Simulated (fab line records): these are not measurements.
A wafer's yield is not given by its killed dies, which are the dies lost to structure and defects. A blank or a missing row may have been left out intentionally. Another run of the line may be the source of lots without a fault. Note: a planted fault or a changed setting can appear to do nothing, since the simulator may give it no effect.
Problem report in the 8D (eight disciplines) form, filled by code || flow nand_harc || the parts of the form that need people (team, actions taken, sign-off) are left out

## 1. PROBLEM STATEMENT
Mean of raw_defect_count at NHARC_A_CONTACT_INSPECT_10: 536 across 6 wafers in 2 lots; on wafers with no fault it is 82 (standard deviation 46). Measured from the usual mean, that is +9.9 standard deviations.
First seen on wafer L847.1, day 27 17:53, on defect_inspect-01. The record holds 36 wafers of 12 lots with a number at this step. The rule behind "out" and "out of limits": a value lying over 4 standard deviations away from the usual mean. Any other wafer with a number is counted as sound.

## 2. WHAT IT IS, WHAT IT ISN'T
{"question": "which readings at this step", "is": "raw_defect_count", "is not": "-"}
{"question": "which lots", "is": "L847, L849", "is not": "L838, L840, L842, L843, L854, L855, L856, L857, L858, L859"}
{"question": "which wafers of those lots", "is": "all that have a number", "is not": "-"}
{"question": "read on which gauges", "is": "defect_inspect-01, defect_inspect-02", "is not": "-"}
{"question": "when", "is": "from day 27 17:53", "is not": "up to then (12 sound wafers); but 18 sound wafers of L854, L855, L856, L857, L858, L859 came after"}

## 3. THE SUSPECTS, EACH WITH WHAT RULES IT OUT
Counting: a tool stays on the suspect list if, at a process step up to the reading, it processed all lots that are out and no sound lot following the first of them.
- the gauge at NHARC_A_CONTACT_INSPECT_10 has been ruled out. The wafers that are out were read on 2 gauges (defect_inspect-01, defect_inspect-02).
- acl_dep-02 at NHARC_A_CONTACT_DEP_84 (deposits aC, target thk 2800 nm): ruled out as a lasting fault. Following L847 (day 27 15:25), the first lot on it that is out, the sound lots L856, L857, L859 were run on it.
Left after counting: nothing in the record.

## 4. THE CAUSE (what the simulator had put in)
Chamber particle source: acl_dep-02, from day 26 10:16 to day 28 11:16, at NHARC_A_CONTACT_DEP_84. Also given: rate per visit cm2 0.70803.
Counting ruled it out, wrongly: the rule takes a fault to strike every lot that its tool runs from its start on, and this one did not.

## 5. THE EFFECT CHAIN, in route order
Each row: a reading whose mean over the struck wafers that have a number lies more than 3 standard deviations from the usual. Readings are gone through only where the record gives a usual standard deviation; hours: the median, over the lots, of the time from a lot's start at the first step in this table giving one to that lot's start at this step; sigmas: the change measured in usual standard deviations.
{"hours": 0, "step": "NHARC_A_CONTACT_INSPECT_10", "reading": "raw_defect_count", "usual": 82, "on struck wafers": 536, "change": "+454", "sigmas": "+9.9"}
Later measuring or inspecting steps at which every struck wafer that the step has a row for has a number for every such reading, and none has moved that far: NHARC_END_SORT_01.

## 6. HOW IT WOULD HAVE BEEN CAUGHT EARLIER
Counted from the fault's start at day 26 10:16, it took 32 hours until the first out-of-limits reading at a measuring or inspecting step in this record, taken at day 27 17:53.
Tool readings at NHARC_A_CONTACT_DEP_84 with a usual standard deviation given in the record: none out on any struck wafer, hence no alarm at a limit of 4 standard deviations on them.
